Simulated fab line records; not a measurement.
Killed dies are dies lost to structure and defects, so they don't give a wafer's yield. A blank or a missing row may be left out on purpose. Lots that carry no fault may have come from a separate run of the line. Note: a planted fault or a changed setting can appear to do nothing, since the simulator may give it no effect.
fab line records    flow n5-finfet
[record] lots = 4  wafers = 12  last-day = 16
route steps=1938 shown MOL_CONTACT_COAG@605 BEOL_M0_SAQP@632 PASSIVATION@1936
lots untouched by any fault: they come from a run of this same line in which no faults occurred
start-h: hours from the record's first day to the start of the lot's first wafer shown    wait-h: hours since the lot's step before    " the same as in the row above    L1.1+2: a single row standing in for several wafers    - either no value or no given start    * or withheld: withheld    < > ~ a bound
route shown NAME@n: a module of which the file shows steps, and the number in the route of the first    usual: average and standard deviation across the fault-free wafers    same: alike in all rows    chamber/n: place in a boat    sites: readings site by site    _std_site: the standard deviation of these    _edge_site: inner sites' mean taken away from outer sites' mean    radius-mm: for every site, how far away it sits from the centre of the wafer    mask NAME#n: copy n    behind: the tool/chamber that last shaped the wafer    hold: what put the lot on hold/how long, in hours/how the hold closed    device: names the non-switching transistor (n, p or np)    end of line: the route-end tests of the same wafers    step lacking rows: just its recipe    killed: count of dies lost to structure and defects at first sort (not the wafer's yield)    map: shows each die of a wafer: x if killed, . if not, _ if none is there
set.NAME: setting as actually run; set.NAME@STEP: the setting as run at that earlier step    model.NAME: the simulator's own value behind a step, which no gauge read
lots at selected steps of the route; one table per step, one row per wafer
services: the hour from which a tool's chamber was out of use, counted from the record's first day as start-h (under 0 if before that day), plus the number of hours and why
[[steps]]
[step N5_MOL_CONTACT_COAG_DESCUM_45]
[recipe] chemistry = O2  time-s = 7  source-power-w = 50  bias-power-w = 20  pressure-mtorr = 20  rf-frequency-hz = 2.712e+07  temp-c = 40  resist = CAR-EUV  o2-flow-sccm = 225
[step N5_MOL_CONTACT_COAG_ETCH_65]
[recipe] chemistry = N2/H2  target = underlayer  target-depth-a = 130  mask-material = CAR-EUV  time-s = 10.4  ion-energy-ev = 200  pressure-mtorr = 30  source-w = 840  bias-w = 150  n2-flow-sccm = 200  h2-flow-sccm = 200  ends = cleared
[step N5_MOL_CONTACT_COAG_ETCH_66]
[recipe] chemistry = CF4  target = SiARC  target-depth-a = 130  mask-material = CAR-EUV  time-s = 21.7  ion-energy-ev = 80  pressure-mtorr = 40  source-w = 545  bias-w = 36  Ar_flow_sccm = 100  cf4-flow-sccm = 100  ends = cleared
[step N5_MOL_CONTACT_COAG_ALD_133]
[recipe] material = SiO2  target-thk-a = 50  temp-c = 100  ald-precursor-family = BDEAS  ald-co-reactant = O2-plasma  pulse-time-s = 1  co-reactant-pulse-time-s = 1  purge-time-s = 2  co-reactant-purge-time-s = 2  ald-cycles = 35  pressure-torr = 2
[step N5_MOL_CONTACT_COAG_ETCHBACK_134]
[recipe] chemistry = CHF3  target = SiO2  target-depth-a = 100  time-s = 6.7  ion-energy-ev = 200  pressure-mtorr = 30  source-w = 610  bias-w = 170  Ar_flow_sccm = 200  CHF3_flow_sccm = 50
[step N5_MOL_CONTACT_COAG_ETCH_67]
[recipe] chemistry = N2/H2  target = SOC  target-depth-a = 600  overetch-a = 210  mask-material = SiARC  temp-c = 40  time-s = 101.2  ion-energy-ev = 200  pressure-mtorr = 30  source-w = 840  bias-w = 150  n2-flow-sccm = 200  h2-flow-sccm = 200
[step N5_MOL_CONTACT_COAG_STRIP_68]
[recipe] chemistry = N2/H2  temp-c = 40  n2-flow-sccm = 200  h2-flow-sccm = 200  rf-frequency-hz = 6e+07
[step N5_MOL_CONTACT_COAG_STRIP_69]
[recipe] chemistry = N2/H2  temp-c = 40  n2-flow-sccm = 200  h2-flow-sccm = 200  rf-frequency-hz = 6e+07
[step N5_MOL_CONTACT_COAG_ETCHBACK_136]
[recipe] chemistry = CHF3  target = SiO2  target-depth-a = 250  time-s = 16.7  ion-energy-ev = 200  pressure-mtorr = 30  source-w = 610  bias-w = 170  Ar_flow_sccm = 200  CHF3_flow_sccm = 50
[step N5_MOL_CONTACT_COAG_STRIP_120]
[recipe] chemistry = CHF3  resist = SiARC  rf-frequency-hz = 6e+07
[step N5_MOL_CONTACT_COAG_VIA_ETCH_117]
[recipe] chemistry = C4F6/O2  target-depth-a = 400  overetch-a = 80  mask-material = SOC  target = SiO2  bias-w = 455  pressure-mtorr = 10  time-s = 26  source-w = 325  Ar_flow_sccm = 300  C4F6_flow_sccm = 10  O2_flow_sccm = 10  ion-energy-ev = 575.3  ends = end-point
[usual] drypump-motor-current-A = 5.9/0.49  oes-product-au = 0.71/0.067  rf-vpp-V = 1590/12  showerhead-plenum-p-Torr = 2.86/0.088  throttle-valve-pct = 40.9/0.32
lot.wafer  tool         chamber  start-h  wait-h  drypump-motor-current-A  oes-product-au  rf-hours-counter-h  rf-vpp-V  showerhead-plenum-p-Torr  throttle-valve-pct
L405.1     rie-diel-01  3        117.14   0.0     5.1                      0.65            202                 1569      2.71                      40.9
L405.3     "            0        "        "       5.5                      0.81            35                  1590      2.90                      41.5
L405.5     "            1        "        "       6.6                      0.80            -                   1599      2.90                      41.6
L413.1     rie-diel-01  1        160.65   0.0     6.7                      0.77            57                  1599      2.89                      41.6
L413.4     "            2        "        "       6.6                      0.64            198                 1594      2.82                      41.1
L413.5     "            3        "        "       5.2                      0.64            -                   1568      2.71                      40.9
L415.1     rie-diel-01  0        173.96   0.0     5.4                      0.79            57                  1589      2.89                      41.5
L415.2     "            2        "        "       6.6                      0.63            204                 1594      2.82                      41.1
L415.3     "            1        "        "       6.7                      0.78            63                  1600      2.89                      41.6
L425.3     rie-diel-04  3        234.88   0.0     5.7                      0.64            216                 1589      2.94                      40.8
L425.4     "            1        "        "       5.7                      0.68            -                   1588      2.83                      41.2
L425.5     "            3        "        "       5.7                      0.64            -                   1589      2.94                      40.8
[step N5_MOL_CONTACT_COAG_ETCH_124]
[recipe] chemistry = CH3F/O2  target = SiNx  target-depth-a = 65  mask-material = SOC  stop-on = SiOC  over-etch-frac = 0.3  ion-energy-ev = 120  pressure-mtorr = 30  source-w = 395  bias-w = 73  Ar_flow_sccm = 150  CH3F_flow_sccm = 30  O2_flow_sccm = 20  ends = end-point
[step N5_MOL_CONTACT_COAG_ETCH_48]
[recipe] chemistry = C4F6/O2  target-depth-a = 150  overetch-a = 45  mask-material = SOC  target = SiOC  bias-w = 465  pressure-mtorr = 10  time-s = 17  source-w = 335  Ar_flow_sccm = 300  C4F6_flow_sccm = 10  O2_flow_sccm = 10  ion-energy-ev = 576
[step N5_MOL_CONTACT_COAG_STRIP_72]
[recipe] chemistry = N2/H2  power-w = 450  temp-c = 40  pressure-mtorr = 20  rf-frequency-hz = 6e+07  overash-fraction = 3  bias-power-w = 7  h2-frac = 0.5  n2-flow-sccm = 200  h2-flow-sccm = 200
[step N5_MOL_CONTACT_COAG_STRIP_49]
[recipe] chemistry = N2/H2  time-s = 30  power-w = 1000  temp-c = 250  pressure-mtorr = withheld  n2-flow-sccm = 1750  h2-flow-sccm = 3250
[step N5_MOL_CONTACT_COAG_PRECLEAN_138]
[recipe] chemistry = alkaline-clean  temp-c = 60  time-s = 60  do-ppb = 50
[step N5_MOL_CONTACT_COAG_SRD_139]
[recipe] dry = ipa-marangoni  time-s = 30  temp-c = 23  rinse-liquid = diw
[step N5_MOL_CONTACT_COAG_PRE_CLEAN_121]
[recipe] gas = H2/He  time-s = *  temp-c = withheld
[step N5_MOL_CONTACT_COAG_CVD_140]
[recipe] material = W  target-thk-a = 665  mode = selective-fill  temp-c = 300  time-s = 215
[step N5_MOL_CONTACT_COAG_PRECLEAN_127]
[recipe] chemistry = DIW  time-s = 57.5  temp-c = 23
[step N5_MOL_CONTACT_COAG_SRD_128]
[recipe] dry-time-s = 32  dry = n2-spin  spin-rpm = 1500
[step N5_MOL_CONTACT_COAG_CMP_52]
[recipe] stop-on = SiO2  t-overpolish-s = 1.5  post-cmp-clean = w-dilute-nh4oh  down-force-psi = 4  platen-rpm = 50.289  pad-velocity-m-s = 1.0006  target-thk-nm = 66.5
[step N5_MOL_CONTACT_COAG_ANNEAL_112]
[recipe] temp-c = 400  time-s = 1800  ambient = HPD2  pressure-atm = 10
[step N5_BEOL_M0_SAQP_PECVD_00]
[recipe] material = SiCN  target-thk-a = 80  temp-c = withheld  precursor = 3MS/NH3  pressure-torr = 3  rf-w = 202  time-s = 14
[step N5_BEOL_M0_SAQP_ILD_DEP_01]
[recipe] material = SiOC  target-thk-a = 454.19  temp-c = 350  precursor = DEMS/O2  pressure-torr = 5  rf-w = 500  time-s = 8.7
[step N5_BEOL_M0_SAQP_HM_DEP_02]
[recipe] material = TiN  target-thk-a = 120  temp-c = 25  chamber-pressure-pa = 0.49996
[step N5_BEOL_M0_SAQP_PECVD_03]
[recipe] material = SiCN  target-thk-a = 120  temp-c = withheld  precursor = 3MS/NH3  pressure-torr = 3  rf-w = 202  time-s = 21.1
[step N5_BEOL_M0_SAQP_PECVD_96]
[recipe] material = a-Si  target-thk-a = 450  temp-c = 350  precursor = SiH4/He  pressure-torr = 3  rf-w = 100  time-s = 45.2
[step N5_BEOL_M0_SAQP_PECVD_97]
[recipe] material = SiNx  target-thk-a = 230  temp-c = 350  precursor = SiH4/NH3/N2  pressure-torr = 1.5  rf-w = 300  time-s = 19.9
[step N5_BEOL_M0_SAQP_PECVD_04]
[recipe] material = a-Si  target-thk-a = 600  temp-c = 350  precursor = SiH4/He  pressure-torr = 3  rf-w = 100  time-s = 60.2
[step N5_BEOL_M0_SAQP_HM_DEP_111]
[recipe] material = SiO2  target-thk-a = 120  temp-c = 400  precursor = SiH4/N2O  pressure-torr = 0.75  rf-w = 275  time-s = 7.2
[step N5_BEOL_M0_SAQP_COAT_81]
[recipe] resist = SOC  temp-c = 250  time-s = 60  spin-rpm = 1500  resist-thk-nm = 100
[step N5_BEOL_M0_SAQP_COAT_82]
[recipe] resist = SiARC  temp-c = 220  time-s = 60  spin-rpm = 1500  resist-thk-nm = 30
[step N5_BEOL_M0_SAQP_COAT_08]
[recipe] resist = CAR-ArF  spin-rpm = 1500  resist-thk-nm = 90
[step N5_BEOL_M0_SAQP_EBR_10]
[recipe] solvent = PGMEA  ebr-width-mm = 1.5
[step N5_PASSIVATION_PROBE_49]
[usual] defect-limited-yield = 91.3/1.5  killed_at_M0_to_M3 = 35/10  killed_at_M4_up = 13/5.3  killed-at-contacts = 12/5.7  killed-at-front-end = 39/11  killed-at-other = 3.3/2.7  killed-dies = 102/18  killed-on-rim = 13/4  killed-open = 67/13  killed-short = 34/7.8  sort_bin_5_function = 5.1/1  sort_bin_6_memory = 3.3/0.68  sort-n-pass = 1078/18  sort-yield-pct = 91.3/1.5
[same] gross-dies = 1180  killed-at-back-side = 0  sort_bin_4_leakage[%] = 0  sort_bin_8_speed[%] = 0
lot.wafer  tool       chamber  start-h  wait-h  defect-limited-yield[%]  killed_at_M0_to_M3  killed_at_M4_up  killed-at-contacts  killed-at-front-end  killed-at-other  killed-dies  killed-on-rim  killed-open  killed-short  sort_bin_5_function[%]  sort_bin_6_memory[%]  sort-n-pass  sort-yield-pct[%]
L405.1     prober-01  -        279.54   0.4     89.7                     49                  11               16                  45                   1                122          21             79           41            7.0                     3.2                   1058         89.7
L405.3     prober-01  -        279.64   0.5     86.9                     71                  9                24                  46                   4                154          18             106          48            7.9                     4.7                   1026         86.9
L405.5     prober-01  -        279.74   0.6     90.5                     54                  8                14                  33                   3                112          18             71           38            5.9                     3.1                   1068         90.5
L413.1     prober-02  -        334.00   0.0     90.5                     54                  11               9                   30                   8                112          18             75           35            5.9                     3.3                   1068         90.5
L413.4     prober-02  -        334.15   0.2     84.1                     30                  13               115                 30                   0                188          24             66           23            11.0                    3.1                   992          84.1
L415.2     prober-02  -        352.32   0.1     84.3                     22                  10               112                 29                   12               185          32             53           25            8.9                     4.0                   995          84.3
// killed by level:class
L405.1 MOL_CONTACT_COAG:geometric-particle:open=13 FIN_SAQP:geometric-particle:short=11 STI_FIN_REVEAL:geometric-particle:open=10 BEOL_M1:geometric-particle:open=10 BEOL_M0_SAQP:geometric-particle:open=10 BEOL_M0_SAQP:geometric-particle:short=9 BEOL_M4:geometric-particle:open=7 BEOL_M1:geometric-particle:short=7
L405.3 MOL_CONTACT_COAG:geometric-particle:open=20 BEOL_M0_SAQP:geometric-particle:open=17 BEOL_M1:geometric-particle:open=17 STI_FIN_REVEAL:geometric-particle:open=16 BEOL_M0_SAQP:geometric-particle:short=12 FIN_SAQP:geometric-particle:short=7 BEOL_M2:geometric-particle:open=6 BEOL_M3:geometric-particle:open=6
L405.5 BEOL_M0_SAQP:geometric-particle:short=16 BEOL_M0_SAQP:geometric-particle:open=14 BEOL_M1:geometric-particle:open=13 MOL_CONTACT_COAG:geometric-particle:open=12 FIN_SAQP:geometric-particle:open=5 STI_FIN_REVEAL:geometric-particle:open=5 DUMMY_GATE:geometric-particle:open=4 FIN_SAQP:geometric-particle:short=3
L413.1 BEOL_M0_SAQP:geometric-particle:open=14 BEOL_M0_SAQP:geometric-particle:short=13 STI_FIN_REVEAL:geometric-particle:open=10 MOL_CONTACT_COAG:geometric-particle:open=8 BEOL_M0:geometric-particle:open=7 FIN_SAQP:geometric-particle:open=6 BEOL_M2:geometric-particle:open=5 BEOL_M3:geometric-particle:open=5
L413.4 MOL_CONTACT_COAG:unspecified=98 MOL_CONTACT_COAG:geometric-particle:open=13 STI_FIN_REVEAL:geometric-particle:open=10 BEOL_M4:geometric-particle:open=8 BEOL_M0_SAQP:geometric-particle:short=8 BEOL_M2:geometric-particle:open=6 DUMMY_GATE:geometric-particle:open=5 BEOL_M3:geometric-particle:open=5
L415.2 MOL_CONTACT_COAG:unspecified=106 STI_FIN_REVEAL:geometric-particle:open=9 FIN_SAQP:geometric-particle:open=7 BEOL_M2:geometric-particle:open=7 FIN_SAQP:geometric-particle:short=6 BEOL_M0_SAQP:geometric-particle:short=5 MOL_CONTACT_COAG:geometric-particle:open=4 BEOL_M0_SAQP:geometric-particle:open=3
// map L413.4 (x killed, . not)
_________________xxxxxxxx....________________
______________xxxxxxxxxx.x......_____________
___________x.xxxxxxxxxxxx..........__________
__________xxxxxxxxxxxxxx............_________
________....xxxxxxxxxxxxx.x..........._______
_______....x.xxxxxxxxxxxx.x............______
______.......xxxxxxxxxx....xx...x..x..x._____
_____......x.xxx.xxxx.x.......x..........____
____...x......x...xxxxx...x...x...........___
___.....x.........x...x..x....x............__
___x.......xx....x...x.x.........x..x......__
__x.x..............x....x........x.........._
__..............................x..........._
_...x..........x.......x.....................
_.....xx.x.x......................x...x..x...
_.......xx..........x........................
_....x.......................xx..............
_........x............................x......
_......x.............x.x...x........x........
_.............xx........................x....
_...........................x................
__.........x..........xx...................x_
__x.....x..x...x............................_
___...x.x.......x..............x...........__
___................x...........x...........__
____.............x......xxx...............___
_____.....x....x.........x.....x...x.....____
______........x...x....................._____
_______......x......x..................______
________......................x...x..._______
__________...x..........x.....x....._________
___________........................__________
______________................xx_____________
_________________............________________
// map L415.2 (x killed, . not)
_________________xxxxxxx..x..________________
______________xxxxxxxxxxxx.x..x._____________
___________xxxxxxxxxxx.xxx.........__________
__________xxxxxxxxxxxxxxxx...x......_________
________x..xxxxxxxxxxxxxxx...........x_______
_______....xxxxxxxxxxxxx.......x.......______
______.......xxxxxxxxx.x.x............x._____
_____.x..x....xxxxxxxxx..................____
____.x........xx..xxx.x.x..............x..___
___............x.xx..x..x..................__
___...........................x.........x..__
__...................x..............xx......_
__.........................x..x............._
_.....x.....x........x.......................
_................x...................x.......
_.........x.x..............x..........x..x...
_...........x...........................x.x..
_x.......x.......x........................x..
_......xx...............................x....
_............x................x...........x..
_.....................x................x.....
__..........x.........x...x................._
__..................x.x....................._
___...................xx.................x.__
___......x...........x...............x.....__
____...xx..................x...........x..___
_____.............x...................xx.____
______................x........x......x._____
_______................x...............______
________x........................x..x._______
__________...x..x......x...x........_________
___________........................__________
______________..x..............._____________
_________________......x.x...________________
[[services]]
tool         chamber  start-h  hours  kind
rie-diel-04  -        101.30   0.5    repair
rie-diel-04  1        160.26   9.4    repair
rie-diel-04  2        175.20   -      clean
rie-diel-04  2        175.20   -      consumable-replace:focus-ring
rie-diel-04  2        175.20   17.6   scheduled-down
rie-diel-04  2        175.20   17.6   vent-cycle
rie-diel-01  -        182.64   29.3   repair
rie-diel-04  2        210.03   5.3    repair
rie-diel-04  1        217.31   5.0    repair
rie-diel-01  3        221.31   4.5    repair
rie-diel-04  0        226.04   -      clean
rie-diel-04  0        226.04   -      consumable-replace:focus-ring
rie-diel-04  0        226.04   -      consumable-replace:showerhead
rie-diel-04  0        226.04   31.1   scheduled-down
rie-diel-04  0        226.04   31.1   vent-cycle
[[key]]
[first-sign] step = N5_PASSIVATION_PROBE_49  reading = killed-at-contacts  direction = up  sigmas = 18  usual = 12  struck = 114
[effect] step = N5_PASSIVATION_PROBE_49  reading = killed-dies  direction = up  sigmas = 4.7  usual = 102  struck = 186
[more-kills-born-at] N5_MOL_CONTACT_COAG_VIA_ETCH_117@rie-diel-01 = 204
met-at N5_MOL_CONTACT_COAG_VIA_ETCH_117
struck-wafers L413.4,L415.2
[fault] kind = chamber-particle-source  tool = rie-diel-01  chamber = 2  onset-h = 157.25  steps = N5_MOL_CONTACT_COAG_VIA_ETCH_117  rate-per-visit-cm2 = 0.98181  end-h = 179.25
